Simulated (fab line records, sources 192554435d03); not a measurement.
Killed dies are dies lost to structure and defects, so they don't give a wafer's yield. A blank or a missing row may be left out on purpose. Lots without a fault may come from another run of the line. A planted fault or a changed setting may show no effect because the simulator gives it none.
Chamber matching | flow n5_finfet | N5_FIN_CUT_ETCH_21 on rie_diel-06: 4 sister chambers
The step etches SOC in N2/H2, target depth 219 nm, overetch 43.8 nm, time 523.5 s. 14 wafers are shown with their chamber, then 7 later ones without.

WAFERS WITH THEIR CHAMBER
wafer  | chamber | drypump_motor_current_A (A) | showerhead_plenum_p_Torr (Torr) | oes_product_au (a.u.)
L908.2 | 1       | 5.2                         | 2.62                            | 0.65
L908.4 | 3       | 5.2                         | 2.60                            | 0.83
L908.6 | 1       | 5.2                         | 2.63                            | 0.65
L909.1 | 1       | 5.2                         | 2.62                            | 0.65
L909.4 | 3       | 5.2                         | 2.60                            | 0.83
L909.6 | 1       | 5.2                         | 2.62                            | 0.65
L911.1 | 1       | 5.2                         | 2.62                            | 0.65
L911.3 | 2       | 6.4                         | 2.46                            | 0.74
L911.4 | 0       | 6.4                         | 2.63                            | 0.67
L912.1 | 1       | 5.2                         | 2.62                            | 0.65
L912.2 | 0       | 6.5                         | 2.63                            | 0.67
L912.6 | 3       | 5.2                         | 2.60                            | 0.82
L919.2 | 3       | 5.2                         | 2.59                            | 0.79
L919.3 | 0       | 6.5                         | 2.63                            | 0.67

SIGNATURES (means of the wafers above)
reading                  | chamber 0 | chamber 1 | chamber 2 | chamber 3 | scatter within a chamber
drypump_motor_current_A  | 6.467     | 5.200     | 6.400     | 5.200     | 0.0258
showerhead_plenum_p_Torr | 2.6300    | 2.6217    | 2.4600    | 2.5975    | 0.00398
oes_product_au           | 0.6700    | 0.6500    | 0.7400    | 0.8175    | 0.0104
Rule: a wafer's distance from a chamber is the root of the sum, over the readings, of the square of ((its reading less the chamber's mean) divided by the reading's scatter). The wafer belongs to the nearest chamber; if the next one is less than 2 further off, it can't be placed. The scatter: the root of (the sum of the squares of (reading less its chamber's mean) over the shown wafers, divided by (wafers less chambers)).

WAFERS WITHOUT THEIR CHAMBER
wafer  | drypump_motor_current_A (A) | showerhead_plenum_p_Torr (Torr) | oes_product_au (a.u.)
L919.6 | 6.5                         | 2.63                            | 0.66
L920.3 | 5.2                         | 2.62                            | 0.64
L920.4 | 6.4                         | 2.45                            | 0.74
L920.6 | 6.4                         | 2.45                            | 0.73
L922.2 | 5.2                         | 2.59                            | 0.79
L922.4 | 5.2                         | 2.62                            | 0.64
L922.5 | 6.4                         | 2.63                            | 0.66

WHICH CHAMBER EACH WENT THROUGH
wafer  | from the rows above | in truth
L919.6 | 0                   | 0
L920.3 | 1                   | 1
L920.4 | 2                   | 2
L920.6 | 2                   | 2
L922.2 | 3                   | 3
L922.4 | 1                   | 1
L922.5 | 0                   | 0
Placed correctly: 7 of 7. Can't be placed from these rows: 0. Placed wrongly: 0.
